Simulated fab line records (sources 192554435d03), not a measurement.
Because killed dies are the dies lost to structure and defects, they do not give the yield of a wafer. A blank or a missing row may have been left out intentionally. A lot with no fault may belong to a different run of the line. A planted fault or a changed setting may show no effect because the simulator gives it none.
Struck lot and sound lot, side by side || flow n5 finfet || 36 out of 1938 route steps
Sound: these wafers, L903.3, L903.4, L903.6. Wafers struck: L909.2, L909.3, L909.6. The cause is named last.
Order at every step that has rows: each side's tool, ch and its chambers, its first start. Under that, the readings that differ: sound wafers || struck wafers || difference of the means || sigmas: that difference in standard deviations of wafers without a fault.
alike: words and numbers the same on both sides, and readings whose means are apart by under 2 such deviations; not compared: readings that were withheld, readings missing a value for some wafer, numbers with overlapping values and no deviation given by the record, and bounds like >300 which may hide the same value.
A row with sigmas, a row that says differs or no value, or rows on one side alone: a step with any of these is where the two part. Non-overlapping numbers with no deviation appear without sigmas and do not part them. A reading that every wafer of one side lacks parts them only if that side has two wafers or more.

first, 9 steps without rows for these wafers: N5_BEOL_M4_ANNEAL_95 (time 240 s); N5_BEOL_M4_SPUTTER_96 (material Cu, target thk 4.5 nm, time 8.29 s); N5_BEOL_M4_ECD_50 (material Cu, target thk 300 nm); N5_BEOL_M4_ANNEAL_51 (time 90 s); N5_BEOL_M4_CMP_52 (polishes, stops on SiOC, t overpolish 6.8 s, target thk 40 nm); N5_BEOL_M4_PRE_CLEAN_60 (time 15 s); N5_BEOL_M4_CO_CAP_55 (material Co, precursor CCTBA/H2, target thk 2 nm, time 102.1 s); N5_BEOL_M4_PRE_CLEAN_56 (time 15 s); N5_BEOL_M4_DEP_57 (deposits SiCN from 3MS/NH3, target thk 8 nm, time 14 s).
N5_BEOL_M4_RC_MEAS_101:
  sound on prober-02 ch 0, day 9 20:59; struck on prober-01 ch 0, day 10 23:34
  alike: DIBL_N, DIBL_P, IOFF_N, IOFF_P, ION_N, ION_P, SS_N, SS_P, VT_N, VT_P
then, 24 steps without rows for these wafers: N5_BEOL_M5_ILD_DEP_00 (deposits SiCOH lowk from DEMS/porogen, target thk 140.64 nm, time 25.9 s); N5_BEOL_M5_CURE_79 (cures SiCOH lowk, time 240 s); N5_BEOL_M5_PECVD_70 (deposits SiO2 from TEOS/O2, target thk 16 nm, time 18 s); N5_BEOL_M5_HM_DEP_02 (deposits TiN, target thk 20 nm); N5_BEOL_M5_COAT_59 (time 60 s, resist thk 60 nm); N5_BEOL_M5_COAT_60 (time 60 s, resist thk 12 nm); N5_BEOL_M5_COAT_71 (time 60 s, resist thk 5 nm); N5_BEOL_M5_COAT_05 (resist thk 30 nm); N5_BEOL_M5_EBR_07; N5_BEOL_M5_SOFTBAKE_06 (time 60 s); N5_BEOL_M5_EXPOSE_08 (exposes mask M5, target cd 28 nm); N5_BEOL_M5_PEB_09 (peb time 60 s); N5_BEOL_M5_DEVELOP_10 (develop time 30 s); N5_BEOL_M5_DESCUM_16 (chemistry O2, time 7 s); N5_BEOL_M5_ETCH_72 (etches underlayer in N2/H2, target depth 6.5 nm, time 5.2 s); N5_BEOL_M5_ETCH_61 (etches SiARC in CF4, target depth 15.6 nm, time 26 s); N5_BEOL_M5_ETCH_62 (etches SOC in N2/H2, target depth 75 nm, overetch 15 nm, time 112.5 s); N5_BEOL_M5_STRIP_63 (strips in N2/H2); N5_BEOL_M5_STRIP_73 (strips in N2/H2); N5_BEOL_M5_STRIP_64 (strips in CF4); N5_BEOL_M5_HM_OPEN_17 (chemistry Cl2/BCl3, target TiN, target depth 20 nm, overetch 6 nm); N5_BEOL_M5_STRIP_19 (strips in O2); N5_BEOL_M5_COAT_65 (time 60 s, resist thk 60 nm); N5_BEOL_M5_COAT_66 (time 60 s, resist thk 12 nm).
-- here the record skips 3 days between the struck wafers' starts before and after, leaving off in module BEOL_M5 and picking up in module BEOL_M12 (first step shown: number 1650 of the route) --
N5_BEOL_M12_SPUTTER_45: material Cu, target thk 80 nm, time 13.33 s.
  sound on pvd sputter-03 at day 12 14:43; struck on pvd sputter-03 at day 14 01:17
  no value came back on the struck wafers for bias v (V), cathode dc power W (W), throttle valve pct (%); on the sound wafers bias v (V) reads 59.9 60.9 60.2
N5_PASSIVATION_PROBE_49:
  the record has rows for the struck wafers here (prober-01, day 15 18:59) and none for the sound ones

WHERE THEY PART
Earliest at N5_BEOL_M12_SPUTTER_45; latest, in this record, at N5_PASSIVATION_PROBE_49.

WHY: what the simulator had put in
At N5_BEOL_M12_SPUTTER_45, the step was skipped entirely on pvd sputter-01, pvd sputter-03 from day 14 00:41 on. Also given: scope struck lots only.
